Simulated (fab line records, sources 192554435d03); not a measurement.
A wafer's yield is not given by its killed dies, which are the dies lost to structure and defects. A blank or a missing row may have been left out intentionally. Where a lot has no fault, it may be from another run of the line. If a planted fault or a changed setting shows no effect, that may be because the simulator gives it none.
Matching of chambers | flow n5_finfet | N5_BEOL_M5_STRIP_64 on rie_diel-06: 4 sister chambers
The step strips in CF4. 16 wafers are shown with their chamber, then 8 later ones without.

WAFERS PAIRED WITH THEIR CHAMBERS
wafer  | chamber | drypump_motor_current_A (A) | showerhead_plenum_p_Torr (Torr) | throttle_valve_pct (%)
L076.1 | 1       | 5.7                         | 1.85                            | 13.49
L076.2 | 0       | 5.8                         | 1.84                            | 13.50
L076.3 | 2       | 6.7                         | 1.73                            | 13.61
L081.1 | 1       | 5.7                         | 1.84                            | 13.52
L081.3 | 2       | 6.7                         | 1.73                            | 13.63
L081.6 | 1       | 5.7                         | 1.84                            | 13.51
L084.3 | 3       | 5.2                         | 1.73                            | 13.84
L084.5 | 2       | 6.7                         | 1.73                            | 13.65
L084.6 | 1       | 5.7                         | 1.84                            | 13.51
L085.1 | 0       | 5.7                         | 1.84                            | 13.54
L085.2 | 3       | 5.2                         | 1.73                            | 13.87
L085.6 | 0       | 5.8                         | 1.84                            | 13.54
L089.2 | 0       | 5.7                         | 1.83                            | 13.56
L089.5 | 0       | 5.7                         | 1.83                            | 13.56
L089.6 | 1       | 5.7                         | 1.84                            | 13.56
L091.1 | 2       | 6.7                         | 1.72                            | 13.69

SIGNATURES (means of the wafers above)
reading                  | chamber 0 | chamber 1 | chamber 2 | chamber 3 | scatter within a chamber
drypump_motor_current_A  | 5.740     | 5.700     | 6.700     | 5.200     | 0.0316
showerhead_plenum_p_Torr | 1.8360    | 1.8420    | 1.7275    | 1.7300    | 0.00479
throttle_valve_pct       | 13.5400   | 13.5180   | 13.6450   | 13.8550   | 0.0274
Rule: a wafer lies at a distance from a chamber equal to the root of the sum of squares, over the readings, of (its reading less the chamber's mean, divided by the reading's scatter). If the next closest chamber is less than 2 further off than the closest, the wafer can't be placed; otherwise it belongs to the closest. The scatter is the square root of a quotient: the sum, over the shown wafers, of each reading's squared deviation from its chamber's mean, divided by wafers minus chambers.

WAFERS WHOSE CHAMBER IS MISSING
wafer  | drypump_motor_current_A (A) | showerhead_plenum_p_Torr (Torr) | throttle_valve_pct (%)
L091.3 | 5.2                         | 1.73                            | 13.88
L091.6 | 5.1                         | 1.73                            | 13.88
L094.2 | 5.1                         | 1.73                            | 13.89
L094.3 | 6.7                         | 1.72                            | 13.69
L094.4 | 5.7                         | 1.84                            | 13.57
L093.1 | 5.7                         | 1.83                            | 13.58
L093.4 | 6.7                         | 1.72                            | 13.70
L093.5 | 5.7                         | 1.83                            | 13.60

WHICH CHAMBER EACH ONE RAN IN
wafer  | from the rows above     | in truth
L091.3 | 3                       | 3
L091.6 | 3                       | 3
L094.2 | 3                       | 3
L094.3 | 2                       | 2
L094.4 | can't be placed: 0 or 1 | 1
L093.1 | can't be placed: 0 or 1 | 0
L093.4 | 2                       | 2
L093.5 | can't be placed: 0 or 1 | 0
Correct placement for 5 of the 8. Not placeable from these rows: 3 (in 3, the candidates include the true chamber). Number placed wrongly: 0.
